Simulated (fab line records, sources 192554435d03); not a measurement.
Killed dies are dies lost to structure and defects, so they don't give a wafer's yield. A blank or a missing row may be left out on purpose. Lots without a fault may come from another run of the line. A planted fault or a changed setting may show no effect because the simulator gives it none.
A struck lot beside a sound one | flow n5_finfet | 16 steps out of a route of 1938
Sound: wafers L557.2, L557.3, L557.6. Struck: wafers L571.2, L571.3, L571.6. The cause comes at the end.
At each step with rows: each side's tool, then ch and its chambers, then its first start. Under that, the readings that differ: sound wafers | struck wafers | difference of the means | sigmas: that difference in standard deviations of wafers without a fault.
alike: readings whose means differ by less than 2 such deviations, and words and numbers that are the same on both sides. not compared: withheld readings, readings that some wafer has no value for, bounds like >300 that may hide the same value, and numbers for which the record gives no deviation and whose values overlap.
The two part at a step that has a row with sigmas, a row that says differs or no value, or rows on one side only. Numbers that don't overlap but have no deviation are shown without sigmas and don't part them. A reading that every wafer of one side lacks parts them only if that side has two wafers or more.

first, 12 steps without rows for these wafers: N5_HKMG_FIN_ALD_71 (deposits TiN, target thk 1 nm, pulse time 1 s, purge time 3 s); N5_HKMG_FIN_COAT_66 (time 60 s, resist thk 300 nm); N5_HKMG_FIN_ETCH_67 (etches SOC in N2/H2, stops on TiN, target depth 388.9 nm); N5_HKMG_FIN_STRIP_90 (strips SOC in N2/H2, time 20 s); N5_HKMG_FIN_WET_ETCH_73 (etches the open film in SC1, time 42.3 s, target depth 1.3 nm, rinse time 30 s); N5_HKMG_FIN_ETCHBACK_68 (etches the open film in Cl2/Ar, stops on HfO2, target depth 0.5 nm); N5_HKMG_FIN_STRIP_69 (strips in N2/H2, time 360 s); N5_HKMG_FIN_ALD_21 (deposits TiN, target thk 1.5 nm, pulse time 1 s, purge time 3 s); N5_HKMG_FIN_ALD_72 (deposits W, target thk 2 nm, pulse time 1 s, purge time 2 s); N5_HKMG_FIN_W_FILL_22 (material W, target thk 60 nm, time 18.2 s); N5_HKMG_FIN_PRECLEAN_83 (cleans in DIW, time 57.5 s); N5_HKMG_FIN_SRD_84 (dry time 32 s).
N5_HKMG_FIN_CMP_23: polishes, stops on SiNx, t overpolish 10 s, target thk 46.326 nm.
  sound on cmp-02 ch 1,3, day 5 15:44; struck on cmp-02 ch 0,1,2, day 9 05:38
  no value came back on the struck wafers for any of 7 readings (edge_zone_pressure_frac, head_pressure_psi (psi) and others); on the sound wafers edge_zone_pressure_frac reads 0.991 0.991 0.993
  reading                                   | sound          | struck         | difference | sigmas
  model.W_of_HKMG_FIN_W_FILL_22.thk_nm (nm) | 45.8 45.6 46   | 59.8 61.8 62   | +15.4      |
  model.SiNx_of_SDB_ALD_29.thk_nm (nm)      | 28.8 28.6 28.6 | 29.4 29.2 29.2 | +0.6       |
N5_HKMG_FIN_CMP_94: polishes, stops on SiNx, t overpolish 4.7 s, target thk 43.299 nm.
  sound on cmp-02 ch 1,3, day 5 16:13; struck on cmp-02 ch 0,1,2, day 9 06:04
  reading                              | sound          | struck       | difference | sigmas
  model.SiNx_of_SDB_ALD_29.thk_nm (nm) | 28.4 28.2 28.2 | 29 28.8 28.6 | +1         |
  alike: edge_zone_pressure_frac, head_pressure_psi, motor_current_A, retaining_ring_pressure_frac, slurry_filter_dp_kPa
N5_BEOL_M4_RC_MEAS_101:
  the record has rows for the sound wafers here (prober-02 ch 0, day 9 01:12) and none for the struck ones
-- the record jumps here: 9 days lie between the struck wafers' starts before and after (it left off in module BEOL_M4 and takes up again in module PASSIVATION, whose first step shown is number 1936 of the route) --
N5_PASSIVATION_PROBE_49:
  the record has rows for the struck wafers here (prober-02, day 17 22:46) and none for the sound ones

WHERE THEY PART
First at N5_HKMG_FIN_CMP_23; last, within this record, at N5_PASSIVATION_PROBE_49.

WHY: what the simulator had put in
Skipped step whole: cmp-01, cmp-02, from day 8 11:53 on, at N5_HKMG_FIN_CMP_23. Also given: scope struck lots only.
